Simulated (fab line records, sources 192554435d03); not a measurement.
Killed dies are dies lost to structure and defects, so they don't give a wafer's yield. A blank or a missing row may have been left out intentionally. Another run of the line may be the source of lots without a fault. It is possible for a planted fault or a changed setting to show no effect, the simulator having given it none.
Which tool is to blame? | flow n5 finfet | Sampling: 23 lots, 69 wafers, 2 of 1938 route steps

## WHAT THE GAUGES READ, wafer by wafer
N5_FIN_SAQP_CD_MEAS_37: target cd 8 nm. Usual: cd nm reads 8.03 nm (standard deviation 0.28).
lot  | measured    | on        | cd nm (nm)     | flag
L074 | day 2 02:28 | cd sem-03 | 8.28 7.94 8.17 |
L075 | day 2 08:49 | cd sem-01 | 8.06 8.19 7.77 |
L076 | day 2 16:29 | cd sem-03 | 7.68 8.05 8.16 |
L077 | day 2 20:30 | cd sem-01 | 8.24 7.67 7.94 |
L078 | day 3 02:34 | cd sem-03 | 8.57 8.29 8.41 |
L079 | day 3 09:10 | cd sem-02 | 7.70 8.34 7.62 |
L080 | day 3 14:12 | cd sem-03 | 8.05 8.33 8.34 |
L081 | day 3 20:35 | cd sem-02 | 8.07 7.96 7.78 |
L082 | day 4 02:11 | cd sem-01 | 7.72 7.61 7.74 |
L083 | day 4 09:19 | cd sem-03 | 7.74 7.94 7.90 |
L084 | day 4 17:46 | cd sem-02 | 7.83 8.04 7.32 |
L085 | day 4 22:32 | cd sem-02 | 8.12 7.70 7.75 |
L086 | day 5 04:23 | cd sem-03 | 8.05 8.42 8.22 |
L087 | day 5 09:08 | cd sem-02 | 7.74 7.82 8.02 |
L088 | day 5 14:05 | cd sem-01 | 8.61 7.94 7.99 |
L090 | day 6 02:49 | cd sem-02 | 8.07 8.12 8.01 |
L091 | day 6 08:43 | cd sem-02 | 8.53 8.06 8.30 |
L092 | day 6 15:28 | cd sem-01 | 8.04 8.24 8.32 |
L093 | day 6 21:01 | cd sem-02 | 8.10 8.24 8.39 |
L094 | day 7 03:23 | cd sem-03 | 7.90 7.95 7.55 |
L095 | day 7 09:36 | cd sem-01 | 8.29 8.16 8.16 |
L096 | day 7 14:42 | cd sem-01 | 7.71 8.15 8.42 |
L097 | day 7 23:34 | cd sem-03 | 7.83 7.73 7.78 |

## EACH LOT AND THE TOOL THAT RAN IT (in order: tool; ch and the chambers of the sampled wafers; start)
lot  | N5_FIN_SAQP_STRIP_77
L074 | rie diel-01 ch 0,1, day 2 02:09
L075 | rie diel-01 ch 0,1, day 2 08:31
L076 | rie diel-06 ch 1,2, day 2 16:10
L077 | rie diel-04 ch 1,2, day 2 20:11
L078 | rie diel-04 ch 1,2, day 3 02:15
L079 | rie diel-06 ch 0,2,3, day 3 08:50
L080 | rie diel-04 ch 0,1,2, day 3 13:53
L081 | rie diel-06 ch 0,2,3, day 3 20:16
L082 | rie diel-01 ch 0,3, day 4 01:52
L083 | rie diel-01 ch 0,2,3, day 4 09:01
L084 | rie diel-01 ch 0,2,3, day 4 17:26
L085 | rie diel-06 ch 0,2,3, day 4 22:13
L086 | rie diel-04 ch 1,2,3, day 5 04:04
L087 | rie diel-06 ch 0,2,3, day 5 08:50
L088 | rie diel-04 ch 1,2, day 5 13:46
L090 | rie diel-04 ch 0,1,2, day 6 02:30
L091 | rie diel-04 ch 0,1, day 6 08:23
L092 | rie diel-01 ch 0,2, day 6 15:08
L093 | rie diel-04 ch 0,1,2, day 6 20:42
L094 | rie diel-04 ch 0,2, day 7 03:05
L095 | rie diel-06 ch 1,3, day 7 09:17
L096 | rie diel-06 ch 1,3, day 7 14:23
L097 | rie diel-04 ch 1,2,3, day 7 23:15
- N5_FIN_SAQP_STRIP_77: strips in N2/H2, time 90 s.

## AS READ BY THE TOOLS THEMSELVES (means over the sampled wafers that have a number; for cases with no such wafer, the mark the record gives instead)
N5_FIN_SAQP_STRIP_77. Usual: drypump motor current A 5.7 A, standard deviation 0.38; oes product au 0.79 a.u., standard deviation 0.098; rf vpp V 45.4 V, standard deviation 0.85; showerhead plenum p Torr 3.43 Torr, standard deviation 0.11; throttle valve pct 12.11 %, standard deviation 0.25.
lot  | tool        | drypump motor current A (A) | oes product au (a.u.) | rf vpp V (V) | showerhead plenum p Torr (Torr) | throttle valve pct (%) | flag
L074 | rie diel-01 | 5.5                         | 0.74                  | 44.8         | 3.39                            | 12.22                  |
L075 | rie diel-01 | 5.7                         | 0.72                  | 44.6         | 3.29                            | 12.19                  |
L076 | rie diel-06 | 5.6                         | 0.84                  | 45.6         | 3.45                            | 12.06                  |
L077 | rie diel-04 | 6.0                         | 0.77                  | 45.2         | 3.41                            | 12.32                  |
L078 | rie diel-04 | 6.2                         | 0.76                  | 45.6         | 3.46                            | 12.38                  |
L079 | rie diel-06 | 5.2                         | 0.72                  | 45.4         | 3.39                            | 12.09                  |
L080 | rie diel-04 | 6.1                         | 0.73                  | 45.6         | 3.44                            | 12.32                  |
L081 | rie diel-06 | 5.3                         | 0.72                  | 45.7         | 3.39                            | 12.09                  |
L082 | rie diel-01 | 5.7                         | 0.77                  | 45.7         | 3.27                            | 12.05                  |
L083 | rie diel-01 | 5.7                         | 0.83                  | 44.9         | 3.40                            | 11.94                  |
L084 | rie diel-01 | 5.7                         | 0.83                  | 45.0         | 3.40                            | 11.93                  |
L085 | rie diel-06 | 5.3                         | 0.71                  | 46.2         | 3.38                            | 12.11                  |
L086 | rie diel-04 | 5.9                         | 0.73                  | 45.1         | 3.43                            | 12.32                  |
L087 | rie diel-06 | 5.3                         | 0.71                  | 45.2         | 3.38                            | 12.13                  |
L088 | rie diel-04 | 6.0                         | 0.74                  | 45.5         | 3.40                            | 12.37                  |
L090 | rie diel-04 | 6.1                         | 0.83                  | 45.5         | 3.43                            | 12.16                  |
L091 | rie diel-04 | 6.2                         | 0.90                  | 45.5         | 3.47                            | 11.95                  |
L092 | rie diel-01 | 5.9                         | 0.93                  | 45.4         | 3.59                            | 11.68                  |
L093 | rie diel-04 | 6.1                         | 0.82                  | 45.0         | 3.43                            | 12.18                  |
L094 | rie diel-04 | 6.0                         | 0.82                  | 45.4         | 3.38                            | 12.12                  |
L095 | rie diel-06 | 5.1                         | 0.76                  | 45.8         | 3.28                            | 12.15                  |
L096 | rie diel-06 | 5.2                         | 0.75                  | 45.6         | 3.28                            | 12.15                  |
L097 | rie diel-04 | 5.9                         | 0.80                  | 45.1         | 3.42                            | 12.17                  |

## THE ANSWER, worked out from the rows above alone
Rule: a lot counts as off when the mean over its wafers that have a number is more than 3 standard deviations away from the usual mean. Also off: a lot with no number at a reading for which 4 or more lots have one. Any other lot the step has rows for is counted as sound. Order of review: gauges by route order, followed by the tools' own readings, for which a lot's mean as printed above is used. At the first step where some lot is off, the reading lying furthest off is the one used; lots without a number count as furthest.
Across all readings shown, no lot is off: no conclusion can be drawn from this.

## WHAT WAS PUT IN BY THE SIMULATOR
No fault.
